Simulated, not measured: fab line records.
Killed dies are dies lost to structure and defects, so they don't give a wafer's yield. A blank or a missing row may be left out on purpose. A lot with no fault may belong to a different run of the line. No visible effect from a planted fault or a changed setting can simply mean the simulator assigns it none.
Matching of chambers + flow n5Finfet + 4 sister chambers for N5_DUMMY_GATE_HM_OPEN_21 on rieDiel-04
The step chemistry CH3F/O2, target SiNx, target depth 120 nm, time 171.4 s. 4 wafers are shown with their chamber, then 10 later ones without.

## WAFERS PAIRED WITH THEIR CHAMBERS
| wafer  | chamber | showerheadPlenumPTorr (Torr) |
|--------|---------|------------------------------|
| L086.5 | 3       | 2.01                         |
| L087.3 | 1       | 2.00                         |
| L087.5 | 2       | 2.09                         |
| L088.1 | 0       | 1.94                         |

## WAFERS WHOSE CHAMBER IS MISSING
| wafer  | showerheadPlenumPTorr (Torr) |
|--------|------------------------------|
| L088.3 | 2.09                         |
| L088.5 | 2.00                         |
| L092.1 | 2.00                         |
| L092.3 | 2.09                         |
| L092.4 | 1.93                         |
| L095.2 | 2.09                         |
| L095.3 | 1.93                         |
| L095.5 | 1.93                         |
| L096.4 | 1.93                         |
| L096.5 | 1.93                         |

## EACH ONE'S CHAMBER
| wafer  | from the rows above     | in truth |
|--------|-------------------------|----------|
| L088.3 | 2                       | 2        |
| L088.5 | can't be placed: 1 or 3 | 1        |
| L092.1 | can't be placed: 1 or 3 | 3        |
| L092.3 | 2                       | 2        |
| L092.4 | 0                       | 0        |
| L095.2 | 2                       | 2        |
| L095.3 | 0                       | 0        |
| L095.5 | 0                       | 0        |
| L096.4 | 0                       | 0        |
| L096.5 | 0                       | 0        |
Placed correctly: 8 of 10. Can't be placed from these rows: 2 (the true chamber is among the candidates in 2). Number placed wrongly: 0.
How it was worked out, from the rows above alone: a wafer's distance from a chamber is the root of the sum, over the readings, of the square of ((its reading less the chamber's mean) divided by the reading's scatter). The wafer belongs to the nearest chamber; if the next one is less than 2 further off, it can't be placed. For every chamber, the mean is computed from those of its wafers that are shown. The scatter (one wafer shown for each chamber): square how far every hidden wafer sits from the nearest shown wafer, average those squares and take the square root.
